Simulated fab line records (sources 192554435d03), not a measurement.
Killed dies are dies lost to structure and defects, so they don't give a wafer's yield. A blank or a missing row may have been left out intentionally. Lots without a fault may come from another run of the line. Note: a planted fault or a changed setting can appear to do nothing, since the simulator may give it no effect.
Chamber matching / flow n5_finfet / N5_BEOL_M0_SAQP_ALD_48 on ald_sin-04: 4 sister chambers
The step deposits SiO2, target thk 20 nm, pulse time 1 s, co reactant pulse time 1 s. 20 wafers are shown with their chamber, then 10 later ones without.

## EACH WAFER AND ITS CHAMBER
wafer=L074.1; chamber=0; heater_power_w (W)=85; precursor_pulse_height_rel=0.978
wafer=L074.4; chamber=2; heater_power_w (W)=81; precursor_pulse_height_rel=1.003
wafer=L074.6; chamber=3; heater_power_w (W)=84; precursor_pulse_height_rel=0.980
wafer=L077.1; chamber=1; heater_power_w (W)=80; precursor_pulse_height_rel=1.025
wafer=L077.2; chamber=3; heater_power_w (W)=81; precursor_pulse_height_rel=1.028
wafer=L077.4; chamber=0; heater_power_w (W)=89; precursor_pulse_height_rel=0.984
wafer=L080.2; chamber=3; heater_power_w (W)=82; precursor_pulse_height_rel=0.976
wafer=L080.3; chamber=0; heater_power_w (W)=88; precursor_pulse_height_rel=0.998
wafer=L080.4; chamber=2; heater_power_w (W)=78; precursor_pulse_height_rel=0.986
wafer=L083.2; chamber=0; heater_power_w (W)=84; precursor_pulse_height_rel=0.994
wafer=L083.5; chamber=3; heater_power_w (W)=81; precursor_pulse_height_rel=1.012
wafer=L083.6; chamber=0; heater_power_w (W)=83; precursor_pulse_height_rel=0.998
wafer=L085.2; chamber=3; heater_power_w (W)=83; precursor_pulse_height_rel=0.991
wafer=L085.4; chamber=2; heater_power_w (W)=77; precursor_pulse_height_rel=0.996
wafer=L085.6; chamber=1; heater_power_w (W)=81; precursor_pulse_height_rel=0.995
wafer=L087.1; chamber=1; heater_power_w (W)=81; precursor_pulse_height_rel=0.999
wafer=L087.2; chamber=3; heater_power_w (W)=84; precursor_pulse_height_rel=1.027
wafer=L087.5; chamber=2; heater_power_w (W)=77; precursor_pulse_height_rel=1.000
wafer=L089.1; chamber=1; heater_power_w (W)=82; precursor_pulse_height_rel=0.996
wafer=L089.4; chamber=0; heater_power_w (W)=88; precursor_pulse_height_rel=1.021

SIGNATURES (means of the wafers above)
reading=heater_power_w; chamber 0=86.17; chamber 1=81.00; chamber 2=78.25; chamber 3=82.50; scatter within a chamber=1.82
reading=precursor_pulse_height_rel; chamber 0=0.99550; chamber 1=1.00375; chamber 2=0.99625; chamber 3=1.00233; scatter within a chamber=0.0169
Rule: for a wafer and a chamber, the distance is found by dividing, reading by reading, the gap between the wafer's reading and the chamber's mean by the reading's scatter, squaring, summing and taking the root. If the next closest chamber is less than 2 further off than the closest, the wafer can't be placed; otherwise it belongs to the closest. How the scatter is found: for the shown wafers, subtract from each reading the mean of its chamber, square and add these, divide the total by (wafers less chambers), then take the root.

## WAFERS MISSING THEIR CHAMBER
wafer=L089.6; heater_power_w (W)=78; precursor_pulse_height_rel=1.023
wafer=L092.2; heater_power_w (W)=80; precursor_pulse_height_rel=0.971
wafer=L092.4; heater_power_w (W)=81; precursor_pulse_height_rel=0.982
wafer=L092.5; heater_power_w (W)=79; precursor_pulse_height_rel=0.979
wafer=L095.1; heater_power_w (W)=78; precursor_pulse_height_rel=1.028
wafer=L095.3; heater_power_w (W)=82; precursor_pulse_height_rel=1.019
wafer=L095.6; heater_power_w (W)=87; precursor_pulse_height_rel=0.987
wafer=L097.1; heater_power_w (W)=78; precursor_pulse_height_rel=1.031
wafer=L097.3; heater_power_w (W)=88; precursor_pulse_height_rel=0.993
wafer=L097.6; heater_power_w (W)=86; precursor_pulse_height_rel=1.000

## EACH ONE'S CHAMBER
wafer=L089.6; from the rows above=can't be placed: 2 or 1 or 3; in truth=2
wafer=L092.2; from the rows above=can't be placed: 2 or 1 or 3 or 0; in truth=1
wafer=L092.4; from the rows above=can't be placed: 1 or 3 or 2 or 0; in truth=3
wafer=L092.5; from the rows above=can't be placed: 2 or 1 or 3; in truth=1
wafer=L095.1; from the rows above=can't be placed: 2 or 1 or 3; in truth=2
wafer=L095.3; from the rows above=can't be placed: 3 or 1 or 2 or 0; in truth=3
wafer=L095.6; from the rows above=can't be placed: 0 or 3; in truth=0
wafer=L097.1; from the rows above=can't be placed: 2 or 1 or 3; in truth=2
wafer=L097.3; from the rows above=0; in truth=0
wafer=L097.6; from the rows above=can't be placed: 0 or 3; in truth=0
Correctly placed: 1 of 10. Can't be placed from these rows: 9 (the true chamber is among the candidates in 9). Placed wrongly: 0.
